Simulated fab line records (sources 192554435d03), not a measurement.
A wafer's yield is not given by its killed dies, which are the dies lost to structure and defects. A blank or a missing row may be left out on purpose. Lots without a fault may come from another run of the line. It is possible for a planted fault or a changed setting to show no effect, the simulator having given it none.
The tool behind it: which one? | flow n5-finfet | 34 wafers sampled from 12 lots at 1 step of a route of 1938

WHAT THE GAUGES READ, wafer by wafer
N5_BEOL_M13_OCD_MEAS_35.
lot  | measured     | on     | trench-depth-nm (nm)
L170 | day 11 13:49 | ocd-01 | 402 402 406
L172 | day 12 01:44 | ocd-01 | 417 407 419
L173 | day 12 03:07 | ocd-02 | 405 421 410
L174 | day 12 09:52 | ocd-01 | 398 419 400
L175 | day 12 11:12 | ocd-01 | 402 416 401
L180 | day 13 18:01 | ocd-02 | 419 408
L178 | day 13 23:24 | ocd-01 | 419 404
L181 | day 15 08:18 | ocd-01 | 410 410 410
L191 | day 16 18:35 | ocd-01 | 407 412 399
L189 | day 16 22:41 | ocd-02 | 417 419 421
L192 | day 17 08:42 | ocd-01 | 416 419 416
L193 | day 18 01:52 | ocd-02 | 412 414 419

EACH LOT AND THE TOOL THAT RAN IT (in order: tool; ch and the chambers of the sampled wafers; start)
No process step before these readings appears in the record.

WHAT THE TOOLS THEMSELVES READ (means of the sampled wafers that have a number; where no wafer has one, the mark that the record gives instead)
The record holds no such reading with a usual standard deviation.

THE ANSWER, worked out from the rows above alone
Rule: the usual values come from the lots themselves. The widest of any qualifying gaps counts: lots, ordered by their means at a reading, are off when they make up no more than a third of the lots, leave a main group of 4 or more, and stand apart from it by 3 or more times the standard deviation of that group's means. If all means in a main group match to the digits the tables above print for the reading, that group is not used. A lot without any number at a reading at which 4 lots or more have one is off too. All remaining lots with rows at the step are treated as sound. First the gauges in route order, then the tools' own readings, where a lot's mean is used as printed above. The first step at which some lot is off is used, and at that step the reading that is off furthest; a lot without a number counts as furthest.
Across all readings shown, no lot is off: no conclusion can be drawn from this.

WHAT THE SIMULATOR HAD INSERTED
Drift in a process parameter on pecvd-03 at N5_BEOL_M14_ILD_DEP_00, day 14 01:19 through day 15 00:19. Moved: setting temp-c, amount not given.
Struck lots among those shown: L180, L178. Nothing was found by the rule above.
